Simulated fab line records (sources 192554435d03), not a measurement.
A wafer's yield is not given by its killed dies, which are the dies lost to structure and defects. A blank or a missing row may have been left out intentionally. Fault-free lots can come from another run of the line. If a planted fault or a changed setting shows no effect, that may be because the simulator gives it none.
Comparing a struck lot with a sound one ; flow n5_finfet ; 36 steps out of a route of 1938
Sound: the wafers L374.3, L374.5, L374.6. The struck wafers were L372.1, L372.3, L372.5. The cause is given at the end.
For every step that has rows: the tool of each side, followed by ch and its chambers, followed by its first start. Under that, the readings that differ: sound wafers ; struck wafers ; difference of the means ; sigmas: that difference in standard deviations of wafers without a fault.
alike: words and numbers the same on both sides, and readings whose means are apart by under 2 such deviations; not compared: readings that were withheld, readings missing a value for some wafer, numbers with overlapping values and no deviation given by the record, and bounds like >300 which may hide the same value.
A row with sigmas, a row that says differs or no value, or rows on one side alone: a step with any of these is where the two part. When numbers do not overlap yet have no deviation, they are printed without sigmas and do not part them. A reading missing from all wafers of one side parts the sides only when that side holds two or more wafers.

first, 8 steps without rows for these wafers: N5_BEOL_M4_SPUTTER_96 (material Cu, target thk 4.5 nm, time 8.29 s); N5_BEOL_M4_ECD_50 (material Cu, target thk 300 nm); N5_BEOL_M4_ANNEAL_51 (time 90 s); N5_BEOL_M4_CMP_52 (polishes, stops on SiOC, t overpolish 6.8 s, target thk 40 nm); N5_BEOL_M4_PRE_CLEAN_60 (time 15 s); N5_BEOL_M4_CO_CAP_55 (material Co, precursor CCTBA/H2, target thk 2 nm, time 102.1 s); N5_BEOL_M4_PRE_CLEAN_56 (time 15 s); N5_BEOL_M4_DEP_57 (deposits SiCN from 3MS/NH3, target thk 8 nm, time 14 s).
N5_BEOL_M5_ILD_DEP_00: deposits SiCOH lowk from DEMS/porogen, target thk 140.64 nm, time 25.9 s.
  sound on pecvd-02 ch 0,1, day 13 20:10; struck on pecvd-03 ch 0,1, day 13 13:00
  alike: heater_power_w, showerhead_plenum_p_Torr, throttle_valve_pct
then, 12 steps without rows for these wafers: N5_BEOL_M5_CURE_79 (cures SiCOH lowk, time 240 s); N5_BEOL_M5_PECVD_70 (deposits SiO2 from TEOS/O2, target thk 16 nm, time 18 s); N5_BEOL_M5_HM_DEP_02 (deposits TiN, target thk 20 nm); N5_BEOL_M5_COAT_59 (time 60 s, resist thk 60 nm); N5_BEOL_M5_COAT_60 (time 60 s, resist thk 12 nm); N5_BEOL_M5_COAT_71 (time 60 s, resist thk 5 nm); N5_BEOL_M5_COAT_05 (resist thk 30 nm); N5_BEOL_M5_EBR_07; N5_BEOL_M5_SOFTBAKE_06 (time 60 s); N5_BEOL_M5_EXPOSE_08 (exposes mask M5, target cd 28 nm); N5_BEOL_M5_PEB_09 (peb time 60 s); N5_BEOL_M5_DEVELOP_10 (develop time 30 s).
N5_BEOL_M5_INSPECT_13: inspects for defects (brightfield).
  sound on defect_inspect-01, day 13 22:12; struck on defect_inspect-01, day 13 14:47
reading;sound;struck;difference;sigmas
raw_defect_count;564 313 358;832 774 718;+363;+4
then, 12 steps without rows for these wafers: N5_BEOL_M5_DESCUM_16 (chemistry O2, time 7 s); N5_BEOL_M5_ETCH_72 (etches underlayer in N2/H2, target depth 6.5 nm, time 5.2 s); N5_BEOL_M5_ETCH_61 (etches SiARC in CF4, target depth 15.6 nm, time 26 s); N5_BEOL_M5_ETCH_62 (etches SOC in N2/H2, target depth 75 nm, overetch 15 nm, time 112.5 s); N5_BEOL_M5_STRIP_63 (strips in N2/H2); N5_BEOL_M5_STRIP_73 (strips in N2/H2); N5_BEOL_M5_STRIP_64 (strips in CF4); N5_BEOL_M5_HM_OPEN_17 (chemistry Cl2/BCl3, target TiN, target depth 20 nm, overetch 6 nm); N5_BEOL_M5_STRIP_19 (strips in O2); N5_BEOL_M5_COAT_65 (time 60 s, resist thk 60 nm); N5_BEOL_M5_COAT_66 (time 60 s, resist thk 12 nm); N5_BEOL_M5_COAT_74 (time 60 s, resist thk 5 nm).
N5_BEOL_M5_INSPECT_30: inspects for defects (brightfield).
  sound on defect_inspect-02, day 13 23:40; struck on defect_inspect-01, day 13 16:49
reading;sound;struck;difference;sigmas
raw_defect_count;530 297 365;818 754 717;+366;+4
-- here the record skips 4 days between the struck wafers' starts before and after, leaving off in module BEOL_M5 and picking up in module PASSIVATION (first step shown: number 1936 of the route) --
N5_PASSIVATION_PROBE_49:
  record: rows for the struck wafers here (prober-01, day 18 01:50), none for the sound ones

## WHERE THEY PART
At N5_BEOL_M5_INSPECT_13 first; at N5_PASSIVATION_PROBE_49 last (within this record only).

WHY: what had been put in by the simulator
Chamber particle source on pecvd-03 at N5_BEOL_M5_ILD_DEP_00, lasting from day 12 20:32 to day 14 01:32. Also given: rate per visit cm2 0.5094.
